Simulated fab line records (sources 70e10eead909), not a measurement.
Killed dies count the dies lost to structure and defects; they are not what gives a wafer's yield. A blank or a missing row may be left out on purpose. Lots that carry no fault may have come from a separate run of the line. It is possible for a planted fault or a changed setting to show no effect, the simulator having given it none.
Matching of chambers -- flow nand-harc -- rie-diel-10 running NHARC_A_STAIRCASE_DESCUM_11: 4 sister chambers
The step chemistry O2, time 3 s. 16 wafers are shown with their chamber, then 8 later ones without.

== WAFERS WITH THEIR CHAMBER ==
wafer,chamber,drypump-motor-current-A (A),showerhead-plenum-p-Torr (Torr),oes-product-au (a.u.)
L074.1,2,5.7,1.89,0.991
L074.2,0,5.7,1.87,1.004
L074.5,1,5.0,1.95,0.978
L083.3,2,5.7,1.88,0.980
L083.4,0,5.7,1.86,1.002
L083.6,2,5.7,1.88,0.997
L088.3,0,5.7,1.86,0.987
L088.5,1,5.0,1.93,0.993
L088.6,2,5.7,1.88,0.992
L089.2,3,6.2,1.87,0.988
L089.5,3,6.2,1.87,0.985
L089.6,2,5.8,1.88,0.993
L090.1,3,6.2,1.87,1.001
L090.2,2,5.7,1.87,1.005
L090.4,0,5.7,1.85,0.997
L091.1,0,5.7,1.85,0.990

SIGNATURES, as means of the wafers listed above
reading,chamber 0,chamber 1,chamber 2,chamber 3,scatter within a chamber
drypump-motor-current-A,5.700,5.000,5.717,6.200,0.0264
showerhead-plenum-p-Torr,1.8580,1.9400,1.8800,1.8700,0.00753
oes-product-au,0.99600,0.98550,0.99300,0.99133,0.00821
Rule: a wafer lies at a distance from a chamber equal to the root of the sum of squares, over the readings, of (its reading less the chamber's mean, divided by the reading's scatter). The wafer belongs to the nearest chamber; if the next one is less than 2 further off, it can't be placed. The scatter is the square root of a quotient: the sum, over the shown wafers, of each reading's squared deviation from its chamber's mean, divided by wafers minus chambers.

== WAFERS MISSING THEIR CHAMBER ==
wafer,drypump-motor-current-A (A),showerhead-plenum-p-Torr (Torr),oes-product-au (a.u.)
L091.3,6.2,1.87,1.000
L091.4,5.8,1.87,1.001
L094.3,5.7,1.85,0.976
L094.4,6.2,1.86,0.988
L094.6,5.7,1.85,0.978
L095.1,6.2,1.86,0.988
L095.2,5.7,1.85,0.985
L095.4,5.1,1.93,0.990

== CHAMBER TAKEN BY EACH ==
wafer,from the rows above,in truth
L091.3,3,3
L091.4,can't be placed: 2 or 0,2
L094.3,can't be placed: 0 or 2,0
L094.4,3,3
L094.6,can't be placed: 0 or 2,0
L095.1,3,3
L095.2,0,0
L095.4,1,1
Placed correctly: 5 of 8. These rows do not allow placing 3 (true chamber among the candidates in 3). 0 placed wrongly.
